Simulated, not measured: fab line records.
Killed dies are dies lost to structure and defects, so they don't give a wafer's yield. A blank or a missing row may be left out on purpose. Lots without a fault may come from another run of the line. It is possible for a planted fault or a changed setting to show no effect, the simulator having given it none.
2 desks looking at one fault    flow n5Finfet    each desk has only its own numbers; what lay behind them comes last

== DESK OF THE TOOL OWNER: euvScanner-01 ==
The tool's own readings at N5_BEOL_M3_EXPOSE_25 (exposes mask V2, defocus 5 nm): means of the sampled wafers that have a number, for each lot that ran on this tool. Marked OUT: a lot whose mean sits more than 4 standard deviations from the usual mean, which makes it out of limits; the brackets give that distance.
Columns: A = exposureDoseMJCm2 at N5_BEOL_M3_EXPOSE_25, usual 63.7; B = reticleTempC at N5_BEOL_M3_EXPOSE_25, usual 22.98 C
lot   first seen here  A                B
L485  day 7 04:34      64.4             23.03
L490  day 8 09:04      64.6             23.12
L491  day 8 12:39      58.7 (-6.6) OUT  23.02
L492  day 8 19:08      59.9 (-5.0) OUT  22.96
Finding of this desk: L491, L492 out of limits; the first was L491 at day 8 12:39, on exposureDoseMJCm2 at N5_BEOL_M3_EXPOSE_25. L485, L490 stayed within limits.

== METROLOGY DESK ==
Lot by lot, what the gauges showed, no matter which tool ran the lot: averages of those sampled wafers that carry a number. Marked OUT: a lot whose mean sits more than 4 standard deviations from the usual mean, which makes it out of limits; the brackets give that distance. 7 of its 13 readings are shown: the first one out of limits and those lying furthest out on some lot.
Columns: A = cdNm at N5_BEOL_M3_CD_MEAS_28, usual 25.69 nm; B = CHAIN_V2 at N5_BEOL_M4_RC_MEAS_101, usual 232 ohm/link; C = CHAIN_V2_max_site at N5_BEOL_M4_RC_MEAS_101, usual 241 ohm/link; D = IOFF_P at N5_BEOL_M4_RC_MEAS_101, usual 0.21 nA/um; E = ION_N at N5_BEOL_M4_RC_MEAS_101, usual 675 uA/um; F = ION_P at N5_BEOL_M4_RC_MEAS_101, usual 465 uA/um; G = VT_P at N5_BEOL_M4_RC_MEAS_101, usual -249 mV
lot   first seen here  A                 B               C               D     E    F    G
L485  day 7 04:43      25.67             228             238             0.24  684  469  -248
L490  day 8 09:13      25.72             240             249             0.27  692  481  -243
L491  day 8 12:46      24.13 (-6.8) OUT  266 (+4.5) OUT  276 (+4.3) OUT  0.20  667  464  -248
L492  day 8 19:17      24.52 (-5.1) OUT  261             268             0.22  668  466  -247
L497  day 9 22:59      25.77             236             243             0.18  675  456  -255
L500  day 11 03:04     25.61             220             232             0.17  666  462  -253
L502  day 12 00:19     25.85             226             236             0.22  681  469  -247
L507  day 12 14:53     25.52             230             237             0.22  673  472  -247
Finding of this desk: L491, L492 out of limits; the first was L491 at day 8 12:46, on cdNm at N5_BEOL_M3_CD_MEAS_28. L485, L490, L497, L500, L502, L507 stayed within limits.

== BROUGHT TOGETHER ==
An alarm could have come from the tool owner's desk at day 8 12:39, on L491, L492.
The metrology desk could have raised an alarm at day 8 12:46, on L491, L492.
N5_BEOL_M3_EXPOSE_25 was run on euvScanner-01 by each of the lots named.

== WHAT THE SIMULATOR HAD PUT IN ==
Process parameters drifting: euvScanner-01 at N5_BEOL_M3_EXPOSE_25, beginning at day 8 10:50. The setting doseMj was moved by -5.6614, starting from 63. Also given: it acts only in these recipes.
Struck lots among those shown: L491, L492.
Fault start to first reading out of limits, in hours, per desk: tool owner, 2; metrology, 2.
